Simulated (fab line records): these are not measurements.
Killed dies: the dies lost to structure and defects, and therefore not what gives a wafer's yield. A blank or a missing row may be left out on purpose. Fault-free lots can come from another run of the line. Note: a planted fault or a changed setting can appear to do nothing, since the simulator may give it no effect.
Chamber matching :: flow n5 finfet :: rie si-04 running N5_BEOL_M0_SAQP_MANDREL_ETCH_20: 4 sister chambers
The step etches a-Si in HBr/Cl2, stops on SiNx, target depth 60 nm, bt time 10 s, time 30 s. 8 wafers are shown with their chamber, then 9 later ones without.

## WAFERS, EACH WITH ITS CHAMBER
wafer: L081.5
chamber: 0
throttle valve pct (%): 35.25
drypump motor current A (A): 5.0

wafer: L083.5
chamber: 1
throttle valve pct (%): 35.35
drypump motor current A (A): 5.7

wafer: L089.3
chamber: 1
throttle valve pct (%): 35.38
drypump motor current A (A): 5.8

wafer: L089.4
chamber: 0
throttle valve pct (%): 35.28
drypump motor current A (A): 5.0

wafer: L089.6
chamber: 2
throttle valve pct (%): 35.58
drypump motor current A (A): 5.4

wafer: L090.2
chamber: 3
throttle valve pct (%): 35.66
drypump motor current A (A): 5.4

wafer: L090.4
chamber: 2
throttle valve pct (%): 35.57
drypump motor current A (A): 5.4

wafer: L090.6
chamber: 3
throttle valve pct (%): 35.64
drypump motor current A (A): 5.4

## WAFERS MISSING THEIR CHAMBER
wafer: L091.1
throttle valve pct (%): 35.59
drypump motor current A (A): 5.4

wafer: L091.3
throttle valve pct (%): 35.27
drypump motor current A (A): 5.0

wafer: L091.6
throttle valve pct (%): 35.30
drypump motor current A (A): 5.0

wafer: L092.2
throttle valve pct (%): 35.66
drypump motor current A (A): 5.4

wafer: L092.4
throttle valve pct (%): 35.37
drypump motor current A (A): 5.7

wafer: L092.6
throttle valve pct (%): 35.57
drypump motor current A (A): 5.4

wafer: L094.1
throttle valve pct (%): 35.59
drypump motor current A (A): 5.4

wafer: L094.2
throttle valve pct (%): 35.65
drypump motor current A (A): 5.4

wafer: L094.6
throttle valve pct (%): 35.26
drypump motor current A (A): 5.0

## THE CHAMBER EACH PASSED THROUGH
wafer: L091.1
from the rows above: 2
in truth: 2

wafer: L091.3
from the rows above: 0
in truth: 0

wafer: L091.6
from the rows above: 0
in truth: 0

wafer: L092.2
from the rows above: 3
in truth: 3

wafer: L092.4
from the rows above: 1
in truth: 1

wafer: L092.6
from the rows above: 2
in truth: 2

wafer: L094.1
from the rows above: 2
in truth: 2

wafer: L094.2
from the rows above: 3
in truth: 3

wafer: L094.6
from the rows above: 0
in truth: 0
Placed correctly: 9 of 9. Left unplaced by these rows: 0. Placed wrongly: 0.
How it was worked out, from the rows above alone: a wafer's distance from a chamber is the root of the sum, over the readings, of the square of ((its reading less the chamber's mean) divided by the reading's scatter). If the next closest chamber is less than 2 further off than the closest, the wafer can't be placed; otherwise it belongs to the closest. For every chamber, the mean is computed from those of its wafers that are shown. The scatter is the square root of a quotient: the sum, over the shown wafers, of each reading's squared deviation from its chamber's mean, divided by wafers minus chambers.
